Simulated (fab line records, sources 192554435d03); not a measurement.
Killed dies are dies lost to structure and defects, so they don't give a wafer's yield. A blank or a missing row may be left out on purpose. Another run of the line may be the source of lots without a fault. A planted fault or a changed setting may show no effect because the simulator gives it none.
Chamber matching | flow n5_finfet | N5_FIN_SAQP_DESCUM_21 on rie_diel-05 has 4 sister chambers
The step chemistry O2, time 7.9 s. 4 wafers are shown with their chamber, then 8 later ones without.

## WAFERS PAIRED WITH THEIR CHAMBERS
wafer  | chamber | showerhead_plenum_p_Torr (Torr)
L081.2 | 0       | 2.14
L081.3 | 1       | 2.14
L081.5 | 3       | 2.07
L082.4 | 2       | 2.11

## WAFERS WITH NO CHAMBER GIVEN
wafer  | showerhead_plenum_p_Torr (Torr)
L082.5 | 2.11
L082.6 | 2.14
L086.2 | 2.11
L086.3 | 2.13
L086.4 | 2.06
L090.2 | 2.13
L090.3 | 2.11
L090.4 | 2.06

## WHICH CHAMBER EACH WENT THROUGH
wafer  | from the rows above          | in truth
L082.5 | 2                            | 2
L082.6 | can't be placed: 0 or 1      | 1
L086.2 | 2                            | 2
L086.3 | can't be placed: 0 or 1 or 2 | 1
L086.4 | 3                            | 3
L090.2 | can't be placed: 0 or 1 or 2 | 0
L090.3 | 2                            | 2
L090.4 | 3                            | 3
Placed correctly: 5 of 8. These rows do not allow placing 3 (true chamber among the candidates in 3). Placed wrongly: 0.
How it was worked out, from the rows above alone: a wafer's distance from a chamber is the root of the sum, over the readings, of the square of ((its reading less the chamber's mean) divided by the reading's scatter). The wafer belongs to the nearest chamber; if the next one is less than 2 further off, it can't be placed. Each chamber's mean is taken over the wafers shown for it. The scatter: with one shown wafer a chamber, the root of the mean of the squares of how far each hidden wafer lies from its nearest shown one.
